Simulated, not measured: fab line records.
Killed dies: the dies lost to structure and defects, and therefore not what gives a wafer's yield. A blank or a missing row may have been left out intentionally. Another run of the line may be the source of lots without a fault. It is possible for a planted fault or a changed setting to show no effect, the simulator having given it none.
Matching of chambers || flow n5Finfet || 4 sister chambers for N5_BEOL_M0_ETCH_128 on rieDiel-04
The step etches SiCN in CF4/N2, target depth 12 nm, overetch 5.1 nm, time 21.4 s. 18 wafers are shown with their chamber, then 9 later ones without.

WAFERS, EACH WITH ITS CHAMBER
{"wafer": "L076.3", "chamber": 0, "showerheadPlenumPTorr (Torr)": 2.27, "drypumpMotorCurrentA (A)": 6.1, "rfVppV (V)": 382.6}
{"wafer": "L076.5", "chamber": 3, "showerheadPlenumPTorr (Torr)": 2.26, "drypumpMotorCurrentA (A)": 5.0, "rfVppV (V)": 383.2}
{"wafer": "L076.6", "chamber": 2, "showerheadPlenumPTorr (Torr)": 2.28, "drypumpMotorCurrentA (A)": 5.7, "rfVppV (V)": 383.6}
{"wafer": "L079.2", "chamber": 1, "showerheadPlenumPTorr (Torr)": 2.10, "drypumpMotorCurrentA (A)": 5.6, "rfVppV (V)": 379.4}
{"wafer": "L079.3", "chamber": 0, "showerheadPlenumPTorr (Torr)": 2.27, "drypumpMotorCurrentA (A)": 6.0, "rfVppV (V)": 384.8}
{"wafer": "L079.6", "chamber": 2, "showerheadPlenumPTorr (Torr)": 2.27, "drypumpMotorCurrentA (A)": 5.7, "rfVppV (V)": 383.0}
{"wafer": "L083.2", "chamber": 1, "showerheadPlenumPTorr (Torr)": 2.09, "drypumpMotorCurrentA (A)": 5.6, "rfVppV (V)": 378.5}
{"wafer": "L083.5", "chamber": 1, "showerheadPlenumPTorr (Torr)": 2.09, "drypumpMotorCurrentA (A)": 5.6, "rfVppV (V)": 378.1}
{"wafer": "L083.6", "chamber": 0, "showerheadPlenumPTorr (Torr)": 2.26, "drypumpMotorCurrentA (A)": 6.0, "rfVppV (V)": 383.4}
{"wafer": "L084.2", "chamber": 2, "showerheadPlenumPTorr (Torr)": 2.27, "drypumpMotorCurrentA (A)": 5.7, "rfVppV (V)": 382.6}
{"wafer": "L084.3", "chamber": 1, "showerheadPlenumPTorr (Torr)": 2.09, "drypumpMotorCurrentA (A)": 5.6, "rfVppV (V)": 378.9}
{"wafer": "L084.4", "chamber": 0, "showerheadPlenumPTorr (Torr)": 2.26, "drypumpMotorCurrentA (A)": 6.0, "rfVppV (V)": 382.1}
{"wafer": "L086.1", "chamber": 3, "showerheadPlenumPTorr (Torr)": 2.26, "drypumpMotorCurrentA (A)": 5.1, "rfVppV (V)": 382.9}
{"wafer": "L086.2", "chamber": 1, "showerheadPlenumPTorr (Torr)": 2.09, "drypumpMotorCurrentA (A)": 5.6, "rfVppV (V)": 378.8}
{"wafer": "L086.6", "chamber": 1, "showerheadPlenumPTorr (Torr)": 2.09, "drypumpMotorCurrentA (A)": 5.6, "rfVppV (V)": 379.2}
{"wafer": "L088.2", "chamber": 3, "showerheadPlenumPTorr (Torr)": 2.26, "drypumpMotorCurrentA (A)": 5.0, "rfVppV (V)": 383.9}
{"wafer": "L088.5", "chamber": 3, "showerheadPlenumPTorr (Torr)": 2.26, "drypumpMotorCurrentA (A)": 5.1, "rfVppV (V)": 382.3}
{"wafer": "L088.6", "chamber": 2, "showerheadPlenumPTorr (Torr)": 2.26, "drypumpMotorCurrentA (A)": 5.7, "rfVppV (V)": 383.5}

SIGNATURES (means of the wafers above)
{"reading": "showerheadPlenumPTorr", "chamber 0": 2.2650, "chamber 1": 2.0917, "chamber 2": 2.2700, "chamber 3": 2.2600, "scatter within a chamber": 0.00523}
{"reading": "drypumpMotorCurrentA", "chamber 0": 6.025, "chamber 1": 5.600, "chamber 2": 5.700, "chamber 3": 5.050, "scatter within a chamber": 0.0354}
{"reading": "rfVppV", "chamber 0": 383.225, "chamber 1": 378.817, "chamber 2": 383.175, "chamber 3": 383.075, "scatter within a chamber": 0.72}
Rule: for a wafer and a chamber, the distance is found by dividing, reading by reading, the gap between the wafer's reading and the chamber's mean by the reading's scatter, squaring, summing and taking the root. If the next closest chamber is less than 2 further off than the closest, the wafer can't be placed; otherwise it belongs to the closest. The scatter is the square root of a quotient: the sum, over the shown wafers, of each reading's squared deviation from its chamber's mean, divided by wafers minus chambers.

WAFERS WITH NO CHAMBER GIVEN
{"wafer": "L092.2", "showerheadPlenumPTorr (Torr)": 2.26, "drypumpMotorCurrentA (A)": 5.7, "rfVppV (V)": 384.2}
{"wafer": "L092.4", "showerheadPlenumPTorr (Torr)": 2.25, "drypumpMotorCurrentA (A)": 6.0, "rfVppV (V)": 382.6}
{"wafer": "L092.6", "showerheadPlenumPTorr (Torr)": 2.26, "drypumpMotorCurrentA (A)": 5.6, "rfVppV (V)": 384.8}
{"wafer": "L094.1", "showerheadPlenumPTorr (Torr)": 2.26, "drypumpMotorCurrentA (A)": 5.7, "rfVppV (V)": 382.8}
{"wafer": "L094.2", "showerheadPlenumPTorr (Torr)": 2.25, "drypumpMotorCurrentA (A)": 5.1, "rfVppV (V)": 382.7}
{"wafer": "L094.3", "showerheadPlenumPTorr (Torr)": 2.25, "drypumpMotorCurrentA (A)": 6.0, "rfVppV (V)": 383.7}
{"wafer": "L094.4", "showerheadPlenumPTorr (Torr)": 2.35, "drypumpMotorCurrentA (A)": 5.6, "rfVppV (V)": 386.6}
{"wafer": "L094.5", "showerheadPlenumPTorr (Torr)": 2.25, "drypumpMotorCurrentA (A)": 5.0, "rfVppV (V)": 382.4}
{"wafer": "L094.6", "showerheadPlenumPTorr (Torr)": 2.26, "drypumpMotorCurrentA (A)": 5.7, "rfVppV (V)": 382.8}

CHAMBER TAKEN BY EACH
{"wafer": "L092.2", "from the rows above": 2, "in truth": 2}
{"wafer": "L092.4", "from the rows above": 0, "in truth": 0}
{"wafer": "L092.6", "from the rows above": 2, "in truth": 2}
{"wafer": "L094.1", "from the rows above": 2, "in truth": 2}
{"wafer": "L094.2", "from the rows above": 3, "in truth": 3}
{"wafer": "L094.3", "from the rows above": 0, "in truth": 0}
{"wafer": "L094.4", "from the rows above": 2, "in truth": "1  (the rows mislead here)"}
{"wafer": "L094.5", "from the rows above": 3, "in truth": 3}
{"wafer": "L094.6", "from the rows above": 2, "in truth": 2}
Placed correctly: 8 of 9. Can't be placed from these rows: 0. Placed wrongly: 1.
